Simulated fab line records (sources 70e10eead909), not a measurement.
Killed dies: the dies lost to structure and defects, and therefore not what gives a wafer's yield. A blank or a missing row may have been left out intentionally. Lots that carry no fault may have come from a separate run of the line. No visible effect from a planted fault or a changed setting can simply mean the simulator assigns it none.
What tool caused it? | flow nand_harc | 13 lots with 39 wafers sampled at 5 steps, on a route of 1302 steps

## WHAT THE GAUGES READ, wafer by wafer
NHARC_END_SORT_01.
lot  | measured     | on        | defect_limited_yield (%) | killed_at_array | killed_at_other | killed_at_periphery | killed_dies | killed_open | killed_short
L915 | day 25 07:01 | prober-01 | 93 92 92                 | 39 46 48        | 0 1 0           | 11 8 6              | 50 55 54    | 3 3 4       | 3 4 4
L919 | day 26 21:58 | prober-02 | 20 23 23                 | 35 24 31        | 0 1 1           | 507 493 490         | 542 518 522 | 3 1 1       | 3 0 0
L920 | day 27 06:35 | prober-02 | 19 18 21                 | 18 34 37        | 1 1 0           | 532 520 495         | 551 555 532 | 4 1 4       | 0 2 0

## WHAT TOOL EACH LOT RAN ON (gives the tool, then ch and the chambers of the sampled wafers, and finally the start)
lot  | NHARC_P_M1_ECD_22              | NHARC_THIN_TSV_DESCUM_14           | NHARC_THIN_TSV_ANNEAL_52         | NHARC_THIN_TSV_ETCH_36
L913 | ecd_cu-01 ch 0,1, day 6 18:13  | rie_diel-05 ch 1,2,3, day 24 09:14 | rtp_anneal-02 ch 0, day 24 13:06 | rie_metal-03 ch 0,1, day 24 15:36
L914 | ecd_cu-01 ch 0,1, day 6 23:08  | rie_diel-07 ch 1,2, day 24 16:17   | rtp_anneal-01 ch 0, day 24 20:13 | rie_metal-02 ch 0,1, day 24 22:32
L915 | ecd_cu-02 ch 0,1, day 7 12:28  | rie_diel-05 ch 1,2, day 24 10:17   | rtp_anneal-01 ch 0, day 24 14:08 | rie_metal-01 ch 0,1, day 24 16:27
L916 | ecd_cu-02 ch 0,1, day 7 19:40  | rie_diel-09 ch 0,1, day 25 11:29   | rtp_anneal-02 ch 0, day 25 15:26 | rie_metal-03 ch 0,1, day 25 18:09
L918 | ecd_cu-01 ch 0,1, day 8 08:04  | rie_diel-05 ch 0,2,3, day 25 17:05 | rtp_anneal-01 ch 0, day 25 20:53 | rie_metal-03 ch 0,1, day 25 23:23
L919 | ecd_cu-01 ch 0,1, day 8 17:26  | rie_diel-09 ch 0,1, day 26 06:55   | rtp_anneal-02 ch 0, day 26 10:55 | rie_metal-01 ch 1, day 26 13:24
L920 | ecd_cu-01 ch 0,1, day 9 10:41  | rie_diel-07 ch 0,1,2, day 26 09:26 | rtp_anneal-01 ch 0, day 26 13:25 | rie_metal-02 ch 0,1, day 26 15:52
L930 | ecd_cu-02 ch 0,1, day 13 16:44 | rie_diel-07 ch 1,2,3, day 32 02:45 | rtp_anneal-01 ch 0, day 32 06:37 | rie_metal-03 ch 0,1, day 32 09:00
L931 | ecd_cu-01 ch 0,1, day 14 01:40 | rie_diel-09 ch 2,3, day 32 03:47   | rtp_anneal-01 ch 0, day 32 07:50 | rie_metal-02 ch 0,1, day 32 10:05
L932 | ecd_cu-01 ch 0,1, day 14 09:19 | rie_diel-09 ch 0,1,3, day 32 11:58 | rtp_anneal-02 ch 0, day 32 15:50 | rie_metal-01 ch 0,1, day 32 18:12
L934 | ecd_cu-02 ch 0,1, day 15 06:54 | rie_diel-05 ch 0,3, day 32 14:28   | rtp_anneal-01 ch 0, day 32 18:23 | rie_metal-02 ch 0,1, day 32 20:46
L933 | ecd_cu-02 ch 0,1, day 15 07:07 | rie_diel-05 ch 0,1,3, day 32 13:14 | rtp_anneal-01 ch 0, day 32 17:05 | rie_metal-03 ch 0,1, day 32 19:27
L936 | ecd_cu-01 ch 0,1, day 15 21:08 | rie_diel-05 ch 1,2, day 33 03:02   | rtp_anneal-01 ch 0, day 33 06:58 | rie_metal-03 ch 0,1, day 33 09:29
- NHARC_P_M1_ECD_22: material Cu, target thk 400 nm.
- NHARC_THIN_TSV_DESCUM_14: chemistry O2, time 3 s.
- NHARC_THIN_TSV_ANNEAL_52: time 90 s.
- NHARC_THIN_TSV_ETCH_36: etches the open film in Cl2/BCl3, target depth 65 nm, time 18.571 s.

## WHAT THE TOOLS THEMSELVES READ (means of the sampled wafers that have a number; where no wafer has one, the mark that the record gives instead)
NHARC_P_M1_ECD_22.
lot  | tool      | bath_heat_duty_pct (%)
L913 | ecd_cu-01 | 6.0
L914 | ecd_cu-01 | 6.1
L915 | ecd_cu-02 | 6.3
L916 | ecd_cu-02 | 6.5
L918 | ecd_cu-01 | 5.7
L919 | ecd_cu-01 | 6.4
L920 | ecd_cu-01 | 6.1
L930 | ecd_cu-02 | 6.3
L931 | ecd_cu-01 | 6.0
L932 | ecd_cu-01 | 6.7
L934 | ecd_cu-02 | 6.2
L933 | ecd_cu-02 | 6.7
L936 | ecd_cu-01 | 5.7

NHARC_THIN_TSV_DESCUM_14.
lot  | tool        | drypump_motor_current_A (A) | o2_flow_sccm (sccm) | oes_product_au (a.u.) | rf_vpp_V (V) | showerhead_plenum_p_Torr (Torr) | throttle_valve_pct (%)
L913 | rie_diel-05 | 6.1                         | 199.5               | 0.992                 | 57.4         | 1.90                            | 11.311
L914 | rie_diel-07 | 5.9                         | 200.3               | 0.974                 | 57.9         | 1.89                            | 11.306
L915 | rie_diel-05 | 6.2                         | 200.1               | 1.007                 | 57.4         | 1.90                            | 11.314
L916 | rie_diel-09 | 5.6                         | 200.3               | 0.998                 | 57.3         | 1.81                            | 11.314
L918 | rie_diel-05 | 5.9                         | 199.6               | 0.995                 | 58.5         | 1.90                            | 11.306
L919 | rie_diel-09 | 6.0                         | 200.1               | 1.017                 | 56.9         | 1.83                            | 11.308
L920 | rie_diel-07 | 5.6                         | 200.0               | 0.996                 | 57.9         | 1.88                            | 11.311
L930 | rie_diel-07 | 6.0                         | 199.5               | 0.998                 | 57.3         | 1.89                            | 11.308
L931 | rie_diel-09 | 5.8                         | 200.6               | 0.997                 | 57.8         | 1.91                            | 11.323
L932 | rie_diel-09 | 5.9                         | 200.3               | 1.009                 | 57.2         | 1.88                            | 11.318
L934 | rie_diel-05 | 5.6                         | 199.1               | 0.994                 | 57.7         | 1.95                            | 11.312
L933 | rie_diel-05 | 5.8                         | 200.3               | 0.988                 | 57.7         | 1.95                            | 11.304
L936 | rie_diel-05 | 6.2                         | 199.9               | 0.986                 | 57.1         | 1.84                            | 11.311

NHARC_THIN_TSV_ANNEAL_52.
lot  | tool          | wafer_temp_C_max
L913 | rtp_anneal-02 | 226.26
L914 | rtp_anneal-01 | 226.23
L915 | rtp_anneal-01 | 226.10
L916 | rtp_anneal-02 | 226.12
L918 | rtp_anneal-01 | 226.34
L919 | rtp_anneal-02 | 226.53
L920 | rtp_anneal-01 | 225.98
L930 | rtp_anneal-01 | 226.16
L931 | rtp_anneal-01 | 226.24
L932 | rtp_anneal-02 | 226.43
L934 | rtp_anneal-01 | 226.25
L933 | rtp_anneal-01 | 226.14
L936 | rtp_anneal-01 | 226.13

NHARC_THIN_TSV_ETCH_36.
lot  | tool         | drypump_motor_current_A (A) | oes_product_au (a.u.)
L913 | rie_metal-03 | 5.8                         | 0.969
L914 | rie_metal-02 | 5.5                         | 1.014
L915 | rie_metal-01 | 6.0                         | 0.991
L916 | rie_metal-03 | 6.1                         | 0.988
L918 | rie_metal-03 | 5.8                         | 0.988
L919 | rie_metal-01 | 5.9                         | 1.016
L920 | rie_metal-02 | 5.6                         | 1.022
L930 | rie_metal-03 | 6.1                         | 0.982
L931 | rie_metal-02 | 5.8                         | 1.001
L932 | rie_metal-01 | 6.0                         | 0.984
L934 | rie_metal-02 | 5.8                         | 1.005
L933 | rie_metal-03 | 5.8                         | 0.983
L936 | rie_metal-03 | 5.8                         | 0.983

## THE ANSWER, worked out from the rows above alone
Rule: the lots themselves supply what counts as usual. The widest of any qualifying gaps counts: lots, ordered by their means at a reading, are off when they make up no more than a third of the lots, leave a main group of 4 or more, and stand apart from it by 3 or more times the standard deviation of that group's means. The tables above print the reading to a certain number of digits; a main group whose means all agree to those digits is not used. A lot without any number at a reading at which 4 lots or more have one is off too. Any other lot the step has rows for is counted as sound. The gauges are gone through in route order, then the tools' own readings, and for those a lot's mean is taken as printed above. The first step at which some lot is off is used, and at that step the reading that is off furthest; a lot without a number counts as furthest.
None of the lots is off at any reading shown; this tells nothing.

## WHAT HAD BEEN PUT IN BY THE SIMULATOR
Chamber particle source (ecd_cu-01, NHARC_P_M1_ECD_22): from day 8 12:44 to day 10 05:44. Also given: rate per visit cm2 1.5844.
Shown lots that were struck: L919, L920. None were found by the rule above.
